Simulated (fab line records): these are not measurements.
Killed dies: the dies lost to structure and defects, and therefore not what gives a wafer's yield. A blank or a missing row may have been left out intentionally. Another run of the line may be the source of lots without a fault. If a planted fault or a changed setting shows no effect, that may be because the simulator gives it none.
A lot that was struck, set against a sound lot    flow n5 finfet    14 out of 1938 route steps
Sound: these wafers, L266.1, L266.3, L266.5. The struck wafers were L282.1, L282.3, L282.4. Last of all comes the cause.
Per side, at each step with rows, come the tool, then ch with its chambers, and then its first start. Under that, the readings that differ: sound wafers    struck wafers    difference of the means    sigmas: that difference in standard deviations of wafers without a fault.
alike: words and numbers the same on both sides, and readings whose means are apart by under 2 such deviations; not compared: readings that were withheld, readings missing a value for some wafer, numbers with overlapping values and no deviation given by the record, and bounds like >300 which may hide the same value.
Wherever a step has rows on one side only, a row that says differs or no value, or a row with sigmas, the two part there. When numbers do not overlap yet have no deviation, they are printed without sigmas and do not part them. Lack of a reading on every wafer of one side parts them only where that side has two or more wafers.

N5_DUMMY_GATE_ETCH_23: etches poly-Si in HBr/Cl2/O2, target depth 41 nm, time 22.3 s.
  sound on rie si-02 ch 1,3, day 3 04:09; struck on rie si-01 ch 0,1,3, day 7 07:53
  alike: drypump motor current A, oes product au, throttle valve pct
  not compared: rf hours counter h
N5_DUMMY_GATE_ETCH_44: etches poly-Si in HBr/O2, stops on SiO2, target depth 127.5 nm.
  sound on rie si-02 ch 1,3, day 3 04:13; struck on rie si-01 ch 0,1,3, day 7 07:57
  alike: drypump motor current A, oes product au, throttle valve pct
  not compared: rf hours counter h
N5_DUMMY_GATE_CD_MEAS_24: the cd target is 15 nm.
  sound on cd sem-03, day 3 04:19; struck on cd sem-03, day 7 08:04
  alike: cd nm
N5_DUMMY_GATE_ETCH_42: etches SiO2 in CHF3/O2, target depth 3.5 nm, time 31 s.
  sound on rie diel-04 ch 0,1,2, day 3 04:22; struck on rie diel-06 ch 0,1,3, day 7 08:16
  alike: drypump motor current A, oes_f_703_au, oes product au, rf vpp V, showerhead plenum p Torr, throttle valve pct
  not compared: rf hours counter h
N5_DUMMY_GATE_STRIP_48: strips in N2/H2, time 20 s.
  sound on rie diel-04 ch 0,1,2, day 3 04:25; struck on rie diel-06 ch 0,1,3, day 7 08:19
  alike: drypump motor current A, h2 flow sccm, oes product au, rf vpp V, showerhead plenum p Torr, throttle valve pct
  not compared: rf hours counter h
then, 5 steps without rows for these wafers: N5_DUMMY_GATE_PRECLEAN_33 (cleans in dHF, time 10 s); N5_DUMMY_GATE_PRECLEAN_25 (cleans in O3/DIW, time 45 s); N5_DUMMY_GATE_PRECLEAN_51 (cleans in SC2, time 45 s); N5_DUMMY_GATE_SRD_26 (time 30 s); N5_DUMMY_GATE_UV_OZONE_45 (time 120 s).
N5_DUMMY_GATE_INSPECT_27: inspects for defects (brightfield).
  sound on defect inspect-01, day 3 04:36; struck on defect inspect-01, day 7 08:32
  alike: raw defect count
then, 1 step without rows for these wafers: N5_SPACER0_ALD_07 (deposits SiNx, target thk 2 nm).
N5_SPACER0_ALD_00: deposits SiOCN, target thk 3.5 nm, pulse time 3 s, purge time 2 s.
  sound on ald sin-04 ch 0,2,3, day 3 04:47; struck on ald sin-04 ch 0,1,3, day 7 09:09
  alike: heater power w, precursor pulse height rel
N5_SPACER0_ALD_08: deposits SiNx, target thk 2 nm.
  sound on ald sin-04 ch 0,2,3, day 3 05:03; struck on ald sin-04 ch 0,1,3, day 7 09:25
  alike: heater power w

## WHERE THEY PART
Nowhere in this record.

WHY: whatever the simulator had introduced
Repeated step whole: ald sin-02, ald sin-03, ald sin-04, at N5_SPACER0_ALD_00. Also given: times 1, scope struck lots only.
